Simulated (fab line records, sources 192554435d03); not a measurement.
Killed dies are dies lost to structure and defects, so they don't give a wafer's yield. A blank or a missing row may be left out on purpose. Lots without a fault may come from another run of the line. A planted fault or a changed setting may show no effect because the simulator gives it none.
Chamber matching | flow n5_finfet | N5_DUMMY_GATE_ETCH_44 on rie_si-04: 4 sister chambers
The step etches poly-Si in HBr/O2, stops on SiO2, target depth 127.5 nm. 4 wafers are shown with their chamber, then 9 later ones without.

WAFERS WITH THEIR CHAMBER
wafer  | chamber | throttle_valve_pct (%)
L085.6 | 2       | 18.74
L090.2 | 1       | 18.55
L090.4 | 0       | 18.71
L090.5 | 3       | 18.51

WAFERS WITHOUT THEIR CHAMBER
wafer  | throttle_valve_pct (%)
L093.3 | 18.54
L093.5 | 18.72
L093.6 | 18.72
L095.1 | 18.51
L095.4 | 18.71
L095.6 | 18.52
L096.1 | 18.72
L096.3 | 18.73
L096.6 | 18.50

WHICH CHAMBER EACH WENT THROUGH
wafer  | from the rows above     | in truth
L093.3 | 1                       | 1
L093.5 | can't be placed: 0 or 2 | 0
L093.6 | can't be placed: 0 or 2 | 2
L095.1 | 3                       | 3
L095.4 | 0                       | 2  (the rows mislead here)
L095.6 | 3                       | 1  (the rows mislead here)
L096.1 | can't be placed: 0 or 2 | 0
L096.3 | can't be placed: 2 or 0 | 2
L096.6 | 3                       | 3
Placed correctly: 3 of 9. Can't be placed from these rows: 4 (the true chamber is among the candidates in 4). Placed wrongly: 2.
How it was worked out, from the rows above alone: a wafer's distance from a chamber is the root of the sum, over the readings, of the square of ((its reading less the chamber's mean) divided by the reading's scatter). The wafer belongs to the nearest chamber; if the next one is less than 2 further off, it can't be placed. A chamber's mean is the mean of its shown wafers. The scatter: with one shown wafer a chamber, the root of the mean of the squares of how far each hidden wafer lies from its nearest shown one.
